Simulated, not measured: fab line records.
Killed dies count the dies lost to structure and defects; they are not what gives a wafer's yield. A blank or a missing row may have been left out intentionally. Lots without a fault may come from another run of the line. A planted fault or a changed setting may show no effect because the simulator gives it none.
Split-lot experiment ; flow n5_finfet ; 7 lots, 21 wafers read, on a route of 1938 steps

== SPLIT DETAILS ==
At N5_BEOL_M8_ETCH_62 (etches SOC in N2/H2, target depth 110 nm, overetch 22 nm, time 165 s), the setting time_s was moved away from the recipe's 165 s on 6 of the 21 wafers read, by -22.4% to +9.9%. For the rest of the wafers, this setting stayed at what the recipe calls for.

The split's own step is where the reading is taken.

== THE READING ==
SiARC_of_BEOL_M8_COAT_60.thk_nm (the simulator's own value, which no gauge read), in nm, at N5_BEOL_M8_ETCH_62 (etches SOC in N2/H2, target depth 110 nm, overetch 22 nm, time 165 s). The file does not state a usual value for it. Average 28.4 nm, standard deviation 0.26 nm, over the 15 wafers here run with the recipe.

wafer;tool, chamber at the split;time_s as run, s;against the recipe;SiARC_of_BEOL_M8_COAT_60.thk_nm, nm;against lot-mates on the recipe
L077.1;rie_diel-02, 3;165;recipe;28.2;-
L077.4;rie_diel-02, 1;165;recipe;28.4;-
L077.6;rie_diel-02, 2;128;-22.4%;29.4;+1.1
L076.1;rie_diel-02, 0;165;recipe;28.6;-
L076.2;rie_diel-02, 3;165;recipe;28.2;-
L076.3;rie_diel-02, 2;181.4;+9.9%;27.6;-0.8
L080.2;rie_diel-06, 1;165;recipe;28;-
L080.3;rie_diel-06, 2;142;-13.9%;29.2;+1.2
L080.5;rie_diel-06, 2;142;-13.9%;29.4;+1.4
L083.2;rie_diel-06, 1;165;recipe;28.2;-
L083.4;rie_diel-06, 3;165;recipe;28.6;-
L083.6;rie_diel-06, 3;165;recipe;28.6;-
L084.2;rie_diel-06, 3;141.5;-14.2%;29.6;+1.1
L084.4;rie_diel-06, 2;165;recipe;28.4;-
L084.6;rie_diel-06, 3;165;recipe;28.6;-
L093.1;rie_diel-06, 2;176.2;+6.8%;27.8;-0.2
L093.2;rie_diel-06, 1;165;recipe;28;-
L093.4;rie_diel-06, 1;165;recipe;28;-
L094.2;rie_diel-02, 0;165;recipe;28.6;-
L094.3;rie_diel-02, 3;165;recipe;28.2;-
L094.4;rie_diel-02, 1;165;recipe;28.8;-

FIT RESULTS
A straight line over all 21 wafers: SiARC_of_BEOL_M8_COAT_60.thk_nm changes by -0.0638 nm for each +1% of time_s; r = -0.88; the points scatter about the line by 0.26 nm.
The same after taking each lot's own level away (the mean of its wafers on the recipe; 21 wafers): -0.0683 nm for each +1%; r = -0.92; scatter 0.22 nm.
According to that fit, moving time_s by its largest amount changes the reading by 1.5 nm.
The lots' own levels span 28.00 to 28.53 nm, that is 2.1 times the standard deviation above.
Consequently the slope shifts little with the lot-to-lot level, the two slopes agreeing.
Check: for one of the wafers moved furthest among these (-22.4%), held out of the fit, the line's prediction against its lot-mates is +1.87 nm. Against them it came out at +1.1 nm.

== OTHER SPLITS APPLIED TO THESE WAFERS ==
Before the reading, these wafers also passed through other splits. Each is held against what the fit with the lots' levels taken away leaves over:
other split on the same wafers;wafers away from the commonest value;r with SiARC_of_BEOL_M8_COAT_60.thk_nm (lot level and that fit taken away)
N5_BEOL_M6_COAT_22 spin_rpm;9;-0.47
N5_BEOL_M7_PECVD_70 temp_c;6;-0.05
N5_BEOL_M8_COAT_05 spin_rpm;3;+0.00

== THE FILE'S OWN FIT ==
SiARC_of_BEOL_M8_COAT_60.thk_nm changes by -0.0649 nm for each +1% of time_s, r = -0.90.
